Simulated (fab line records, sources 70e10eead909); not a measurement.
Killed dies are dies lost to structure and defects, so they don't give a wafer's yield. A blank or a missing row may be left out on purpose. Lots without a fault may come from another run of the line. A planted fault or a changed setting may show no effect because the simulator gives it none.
Tool commonality check | flow nand_harc | 10 lots, 30 wafers sampled

WHY IT WAS OPENED
At NHARC_END_SORT_01 the reading killed_at_other is flagged on 3 of 10 lots. Wafers without a fault read 0.6, standard deviation 0.99.
Rule: a lot is flagged when every wafer of it that has a number lies more than 4 standard deviations from that mean, or none has a number. The other lots count as sound.

lot  | measured     | on        | killed_at_other, wafer by wafer | flag
L582 | day 24 19:00 | prober-01 | 0 0 0                           |
L588 | day 26 15:56 | prober-02 | 0 0 0                           |
L590 | day 28 05:58 | prober-01 | 2 0 0                           |
L594 | day 30 01:19 | prober-01 | 0 0 0                           |
L595 | day 30 17:13 | prober-01 | 408 418 402                     | FLAGGED
L596 | day 31 01:23 | prober-01 | 420 420 441                     | FLAGGED
L598 | day 31 02:40 | prober-01 | 409 406 454                     | FLAGGED
L600 | day 31 12:47 | prober-01 | 0 0 0                           |
L601 | day 32 19:58 | prober-01 | 0 0 0                           |
L604 | day 34 04:44 | prober-02 | 0 0 0                           |
The numbers of the flagged lots are 419.8 on average: +419.2 against the usual, or +99 or more standard deviations.

WHICH TOOL RAN EACH LOT
The record holds 3 process steps before the reading, out of a route of 1302 steps. In each cell: the tool, then ch and the chambers that the sampled wafers went through, then the start.
lot  | flag    | NHARC_THIN_TSV_STRIP_45              | NHARC_THIN_TSV_PVD_19                   | NHARC_THIN_TSV_ECD_20
L582 |         | plasma_asher-01 ch 0,1, day 24 02:37 | pvd_sputter-03, day 24 05:05 or earlier | ecd_cu-02 ch 0,1, day 24 05:05
L588 |         | plasma_asher-01 ch 0,1, day 26 00:54 | pvd_sputter-02, day 26 03:34 or earlier | ecd_cu-01 ch 0,1, day 26 03:34
L590 |         | plasma_asher-02 ch 0,1, day 27 09:49 | pvd_sputter-03, day 27 12:07 or earlier | ecd_cu-02 ch 0,1, day 27 12:07
L594 |         | plasma_asher-02 ch 0,1, day 29 10:42 | pvd_sputter-03, day 29 12:57 or earlier | ecd_cu-02 ch 0,1, day 29 12:57
L595 | FLAGGED | plasma_asher-01 ch 0,1, day 29 18:50 | pvd_sputter-03, day 29 21:05 or earlier | ecd_cu-02 ch 0, day 29 21:05
L596 | FLAGGED | plasma_asher-01 ch 0,1, day 29 19:43 | pvd_sputter-01, day 29 21:56 or earlier | ecd_cu-02 ch 0,1, day 29 21:56
L598 | FLAGGED | plasma_asher-02 ch 0, day 30 09:02   | pvd_sputter-02, day 30 11:10 or earlier | ecd_cu-02 ch 1, day 30 11:10
L600 |         | plasma_asher-01 ch 0,1, day 30 22:06 | pvd_sputter-01, day 31 00:20 or earlier | ecd_cu-01 ch 0,1, day 31 00:20
L601 |         | plasma_asher-02 ch 0,1, day 32 03:35 | pvd_sputter-01, day 32 05:50 or earlier | ecd_cu-01 ch 0,1, day 32 05:50
L604 |         | plasma_asher-02 ch 0,1, day 33 06:57 | pvd_sputter-02, day 33 09:25 or earlier | ecd_cu-01 ch 0, day 33 09:25
What these steps do:
- NHARC_THIN_TSV_STRIP_45: strips in O2.
- NHARC_THIN_TSV_PVD_19: deposits TaN, target thk 20 nm.
- NHARC_THIN_TSV_ECD_20: material Cu, target thk 2000 nm.
- NHARC_END_SORT_01

FLAGGED OVER TOTAL, TOOL BY TOOL (the gauges that took the reading come last)
step                    | tool            | lots run | flagged | share of the flagged lots | sound lots run after its first flagged lot
NHARC_THIN_TSV_STRIP_45 | plasma_asher-01 | 5        | 2       | some                      | 1 (L600)
NHARC_THIN_TSV_STRIP_45 | plasma_asher-02 | 5        | 1       | some                      | 2 (L601,L604)
NHARC_THIN_TSV_PVD_19   | pvd_sputter-01  | 3        | 1       | some                      | 2 (L600,L601)
NHARC_THIN_TSV_PVD_19   | pvd_sputter-02  | 3        | 1       | some                      | 1 (L604)
NHARC_THIN_TSV_PVD_19   | pvd_sputter-03  | 4        | 1       | some                      | 0
NHARC_THIN_TSV_ECD_20   | ecd_cu-01       | 4        | 0       | none                      | -
NHARC_THIN_TSV_ECD_20   | ecd_cu-02       | 6        | 3       | all                       | 0
NHARC_END_SORT_01       | prober-01       | 8        | 3       | all                       | 2 (L600,L601)
NHARC_END_SORT_01       | prober-02       | 2        | 0       | none                      | -
NHARC_THIN_TSV_PVD_19 gives no start for some lots, so the hours and the order of its lots are those of NHARC_THIN_TSV_ECD_20.

WHAT THE TABLE ALLOWS
2 rows of the table ran every flagged lot: ecd_cu-02 at NHARC_THIN_TSV_ECD_20, prober-01 at NHARC_END_SORT_01.
- ecd_cu-02 at NHARC_THIN_TSV_ECD_20: 3 of its 6 lots flagged. Its last sound lot is L594 (day 29 12:57), its first flagged lot L595 (day 29 21:05): a fault that began between those two fits.
- prober-01 at NHARC_END_SORT_01: 3 of its 8 lots flagged. Sound lots ran on it after the first flagged one (L600, L601), which a lasting fault on the whole tool wouldn't allow.
One tool is left: ecd_cu-02 at NHARC_THIN_TSV_ECD_20.

WHAT THE SIMULATOR HAD PUT IN
Chamber particle source: ecd_cu-02, from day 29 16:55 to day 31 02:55, at NHARC_THIN_TSV_ECD_20. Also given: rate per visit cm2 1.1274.
Lots struck among those shown: L595, L596, L598. The rule above found the same.
